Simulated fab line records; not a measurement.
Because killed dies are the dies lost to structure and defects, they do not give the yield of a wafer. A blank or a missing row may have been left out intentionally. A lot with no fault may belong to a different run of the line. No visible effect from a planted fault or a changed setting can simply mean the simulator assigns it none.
Split-lot study ; flow n5Finfet ; route with 1938 steps; 7 lots, 21 wafers read

THE SPLIT
At N5_BEOL_M10_EXPOSE_08 (exposes mask M10), the setting doseMj was moved away from the recipe's 53.75 on 10 of the 21 wafers read, by +2.5% to +6.0%. All remaining wafers had this setting at the recipe value.

FROM THE SPLIT TO THE READING: what the file shows between them, 9 steps
- N5_BEOL_M10_PEB_09: peb time 60 s
- N5_BEOL_M10_DEVELOP_10: develop time 30 s
- N5_BEOL_M10_CD_MEAS_11: target cd 64.1 nm
- N5_BEOL_M10_DESCUM_16: chemistry O2, time 7.9 s
- N5_BEOL_M10_ETCH_61: etches SiARC in CF4, target depth 39 nm, time 65 s
- N5_BEOL_M10_ETCH_62: etches SOC in N2/H2, target depth 110 nm, overetch 22 nm, time 165 s
- N5_BEOL_M10_STRIP_68: strips in N2/H2
- N5_BEOL_M10_PRECLEAN_42: cleans in residue remover, time 60 s
- N5_BEOL_M10_SRD_43: time 30 s

THE READING
cdNm, in nm, at N5_BEOL_M10_CD_MEAS_35 (target cd 70 nm). On this fab line, fault-free wafers typically give 69.8 nm with a standard deviation of 1.1 nm.

wafer;tool, chamber at the split;doseMj as run;against the recipe;cdNm, nm;against lot-mates on the recipe
L078.1;arfiScanner-02, 0;53.75;recipe;68.2;-
L078.2;arfiScanner-02, 0;53.75;recipe;68.4;-
L078.4;arfiScanner-02, 0;53.75;recipe;70.0;-
L077.1;arfiScanner-02, 0;56.45;+5.0%;72.7;+3.0
L077.2;arfiScanner-02, 0;56.45;+5.0%;72.9;+3.2
L077.5;arfiScanner-02, 0;53.75;recipe;69.7;-
L079.2;arfiScanner-03, 0;56.99;+6.0%;74.6;+3.9
L079.5;arfiScanner-03, 0;53.75;recipe;70.7;-
L079.6;arfiScanner-03, 0;56.99;+6.0%;73.0;+2.3
L080.3;arfiScanner-02, 0;56.01;+4.2%;71.4;no lot-mate on the recipe
L080.4;arfiScanner-02, 0;56.01;+4.2%;71.1;no lot-mate on the recipe
L080.6;arfiScanner-02, 0;56.01;+4.2%;70.5;no lot-mate on the recipe
L085.2;arfiScanner-03, 0;53.75;recipe;71.1;-
L085.5;arfiScanner-03, 0;53.75;recipe;69.3;-
L085.6;arfiScanner-03, 0;53.75;recipe;69.9;-
L092.3;arfiScanner-03, 0;53.75;recipe;68.2;-
L092.4;arfiScanner-03, 0;53.75;recipe;69.8;-
L092.6;arfiScanner-03, 0;55.1;+2.5%;70.8;+1.8
L094.2;arfiScanner-02, 0;53.75;recipe;69.0;-
L094.3;arfiScanner-02, 0;56.08;+4.3%;71.2;+2.2
L094.6;arfiScanner-02, 0;56.08;+4.3%;71.2;+2.2

FIT RESULTS
A straight line over all 21 wafers: cdNm changes by +0.576 nm for each +1% of doseMj; r = +0.84; the points scatter about the line by 0.93 nm.
The same after taking each lot's own level away (the mean of its wafers on the recipe; 18 wafers): +0.547 nm for each +1%; r = +0.91; scatter 0.65 nm.
The reading moves by 3.3 nm for the largest change in doseMj, on that fit.
Across the lots, their own levels run from 68.87 to 70.70 nm, a range of 1.7 times the standard deviation given above.
The two slopes agree, so the slope changes little with the lot-to-lot level.
Check: +3.16 nm against its lot-mates is what the line predicts for one of the wafers moved furthest among these (+6.0%) when that wafer is left out of the fit. Against them it came out at +3.9 nm.

FURTHER SPLITS ON THESE WAFERS
Before the reading, these wafers also passed through other splits. Each is held against what the fit with the lots' levels taken away leaves over:
other split on the same wafers;wafers away from the commonest value;r with cdNm (lot level and that fit taken away)
N5_BEOL_M7_TRENCH_ETCH_37 biasW;8;-0.08
N5_BEOL_M7_ETCH_41 sourceW;7;+0.43
N5_BEOL_M9_COAT_05 spinRpm;6;+0.14
N5_BEOL_M10_COAT_60 spinRpm;14;-0.07

THE WHOLE CHAIN: every reading that the file lists as answering this split, in the file's order
step;what it does;reading;change (the file's fit);r (the file's)
N5_BEOL_M10_CD_MEAS_11;target cd 64.1 nm;cdNm;+0.52 nm for each +1% of the setting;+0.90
N5_BEOL_M10_CD_MEAS_35;target cd 70 nm;cdNm;+0.555 nm for each +1% of the setting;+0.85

FILE'S OWN FIT
cdNm changes by +0.555 nm for each +1% of doseMj, r = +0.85.
